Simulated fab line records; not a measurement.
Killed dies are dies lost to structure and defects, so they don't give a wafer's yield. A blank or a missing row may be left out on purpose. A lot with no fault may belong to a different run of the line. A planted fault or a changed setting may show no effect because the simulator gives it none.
Comparing a struck lot with a sound one -- flow nand_harc -- 18 steps out of a route of 1302
Sound: wafers L130.2, L130.3, L130.5. Struck: wafers L133.1, L133.5 (left out: L133.6, a lot-mate that was not struck); the cause follows at the end.
Per side, at each step with rows, come the tool, then ch with its chambers, and then its first start. Under that, the readings that differ: sound wafers -- struck wafers -- difference of the means -- sigmas: that difference in standard deviations of wafers without a fault.
alike: words and numbers the same on both sides, and readings whose means are apart by under 2 such deviations; not compared: readings that were withheld, readings missing a value for some wafer, numbers with overlapping values and no deviation given by the record, and bounds like >300 which may hide the same value.
Wherever a step has rows on one side only, a row that says differs or no value, or a row with sigmas, the two part there. Non-overlapping numbers with no deviation appear without sigmas and do not part them. A reading missing from all wafers of one side parts the sides only when that side holds two or more wafers.

NHARC_P_ZERO_WELL_CD_MEAS_24: the cd target is 720 nm.
  sound on cd_sem-01 ch 0, day 1 23:51; struck on cd_sem-03 ch 0, day 3 04:27
  alike: cd_nm
then, 1 step without rows for these wafers: NHARC_P_ZERO_WELL_HARDBAKE_25 (time 80 s).
NHARC_P_ZERO_WELL_DESCUM_26: chemistry O2, time 3 s.
  sound on rie_diel-01 ch 1,2,3, day 2 00:01; struck on rie_diel-01 ch 1,2, day 3 04:38
  alike: drypump_motor_current_A, oes_product_au, rf_vpp_V, showerhead_plenum_p_Torr, throttle_valve_pct
  not compared: rf_hours_counter_h
then, 9 steps without rows for these wafers: NHARC_P_ZERO_WELL_IMPLANT_27; NHARC_P_ZERO_WELL_IMPLANT_57; NHARC_P_ZERO_WELL_IMPLANT_58; NHARC_P_ZERO_WELL_STRIP_28 (strips in SPM, time 840 s); NHARC_P_ZERO_WELL_DEHYDRATE_29 (time 120 s); NHARC_P_ZERO_WELL_HMDS_30 (time 30 s); NHARC_P_ZERO_WELL_COAT_31; NHARC_P_ZERO_WELL_SOFTBAKE_32 (time 95 s); NHARC_P_ZERO_WELL_EBR_33.
NHARC_P_ZERO_WELL_EXPOSE_34: exposes mask P PWELL, target cd 720 nm.
  sound on krf_scanner-01 ch 0, day 2 01:22; struck on krf_scanner-01 ch 0, day 3 05:48
  alike: mask, stage_vel_mm_s
then, 2 steps without rows for these wafers: NHARC_P_ZERO_WELL_PEB_35 (peb time 85 s); NHARC_P_ZERO_WELL_DEVELOP_36 (time 70 s).
NHARC_P_ZERO_WELL_CD_MEAS_37: the cd target is 720 nm.
  sound on cd_sem-01 ch 0, day 2 01:32; struck on cd_sem-02 ch 0, day 3 05:58
reading,sound,struck,difference,sigmas
cd_nm (nm),717.1 720.1 720.5,725.7 725.7,+6.5,+4
then, 2 steps without rows for these wafers: NHARC_P_ZERO_WELL_HARDBAKE_38 (time 80 s); NHARC_END_SORT_01.

WHERE THEY PART
At NHARC_P_ZERO_WELL_CD_MEAS_37 and nowhere else, as far as this record goes.

WHY: whatever the simulator had introduced
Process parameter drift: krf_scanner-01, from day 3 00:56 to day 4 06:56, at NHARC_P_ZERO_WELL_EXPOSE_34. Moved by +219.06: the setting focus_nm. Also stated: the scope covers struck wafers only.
